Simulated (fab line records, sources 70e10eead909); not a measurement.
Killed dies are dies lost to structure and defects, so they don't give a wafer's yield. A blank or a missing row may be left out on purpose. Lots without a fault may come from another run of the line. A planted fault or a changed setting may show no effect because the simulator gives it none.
A struck lot beside a sound one | flow nand_harc | 35 steps out of a route of 1302
Sound: wafers L265.2, L265.4, L265.5. Struck: wafer L267.5. (L267.2, L267.6 of the same lot were not struck and are left out.) The cause comes at the end.
At each step with rows: each side's tool, then ch and its chambers, then its first start. Under that, the readings that differ: sound wafers | struck wafers | difference of the means | sigmas: that difference in standard deviations of wafers without a fault.
alike: readings whose means differ by less than 2 such deviations, and words and numbers that are the same on both sides. not compared: withheld readings, readings that some wafer has no value for, bounds like >300 that may hide the same value, and numbers for which the record gives no deviation and whose values overlap.
The two part at a step that has a row with sigmas, a row that says differs or no value, or rows on one side only. Numbers that don't overlap but have no deviation are shown without sigmas and don't part them. A reading that every wafer of one side lacks parts them only if that side has two wafers or more.

first, 11 steps without rows for these wafers: NHARC_A_BONDPAD_HARDBAKE_10 (time 65 s); NHARC_A_BONDPAD_DESCUM_11 (chemistry O2, time 3 s); NHARC_A_BONDPAD_ETCH_34 (etches the open film in N2/H2, target depth 60 nm, overetch 18 nm, time 65.91 s); NHARC_A_BONDPAD_ETCH_12 (etches the open film in CHF3/O2, target depth 220 nm, time 110 s); NHARC_A_BONDPAD_STRIP_15 (strips in O2); NHARC_A_BONDPAD_ETCH_24 (etches the open film in CF4/N2, target depth 30 nm, time 72.99 s); NHARC_A_BONDPAD_STRIP_16 (strips in post etch residue remover, time 600 s); NHARC_A_BONDPAD_DEGAS_25 (time 60 s); NHARC_A_BONDPAD_PRE_CLEAN_26 (time 30 s); NHARC_A_BONDPAD_PVD_17 (deposits TaN, target thk 5 nm, time 8.06 s); NHARC_A_BONDPAD_PVD_27 (deposits Cu, target thk 30 nm, time 20.49 s).
NHARC_A_BONDPAD_ECD_18: material Cu, target thk 400 nm.
  sound on ecd_cu-02 ch 1, day 29 11:29; struck on ecd_cu-01 ch 0,1, day 31 06:54
then, 22 steps without rows for these wafers: NHARC_A_BONDPAD_ANNEAL_28 (time 90 s); NHARC_A_BONDPAD_CMP_19 (polishes, t overpolish 30 s, cu recess touch 16 s, target thk 169.82 nm); NHARC_A_BONDPAD_SRD_21 (time 30 s, dry time 20 s); NHARC_HYBRID_BOND_ACTIVATE_00 (chemistry N2, time 60 s); NHARC_HYBRID_BOND_PRECLEAN_01 (cleans in DIW, time 300 s); NHARC_HYBRID_BOND_SRD_02 (time 30 s, dry time 20 s); NHARC_HYBRID_BOND_BOND_03; NHARC_HYBRID_BOND_ANNEAL_04 (time 7200 s); NHARC_THIN_TSV_GRIND_00; NHARC_THIN_TSV_CMP_01 (polishes); NHARC_THIN_TSV_SRD_03; NHARC_THIN_TSV_PRECLEAN_41 (cleans in SC1); NHARC_THIN_TSV_SRD_42; NHARC_THIN_TSV_DEP_43 (deposits SiO2, target thk 1328.5 nm); NHARC_THIN_TSV_DEHYDRATE_04 (time 120 s); NHARC_THIN_TSV_HMDS_05 (time 30 s); NHARC_THIN_TSV_COAT_06; NHARC_THIN_TSV_SOFTBAKE_07 (time 95 s); NHARC_THIN_TSV_EBR_08; NHARC_THIN_TSV_EXPOSE_09 (exposes mask TSV); NHARC_THIN_TSV_PEB_10 (peb time 85 s); NHARC_THIN_TSV_DEVELOP_11 (time 70 s).
NHARC_END_SORT_01:
  sound on prober-01 ch 0, day 30 20:08; struck on prober-02 ch 0, day 33 00:07
  reading                  | sound          | struck | difference | sigmas
  defect_limited_yield (%) | 95.3 95.4 95.4 | 0.1    | -95.3      | -38
  killed_at_array          | 26 26 27       | 669    | +643       | +38
  killed_dies              | 32 31 31       | 676    | +645       | +38
  sort_bin_2_pct (%)       | 1.8 1.3 1.8    | 95.9   | +94.3      | +86
  sort_n_pass              | 645 646 646    | 1      | -645       | -38
  sort_rim_yield_pct (%)   | 92 95 99       | 1      | -94        | -19
  sort_yield_pct (%)       | 95.3 95.4 95.4 | 0.1    | -95.3      | -38
  alike: killed_at_other, killed_at_periphery, killed_open, killed_short, sort_bin_3_pct, sort_bin_4_pct

WHERE THEY PART
Only at NHARC_END_SORT_01, within this record.

WHY: what the simulator had put in
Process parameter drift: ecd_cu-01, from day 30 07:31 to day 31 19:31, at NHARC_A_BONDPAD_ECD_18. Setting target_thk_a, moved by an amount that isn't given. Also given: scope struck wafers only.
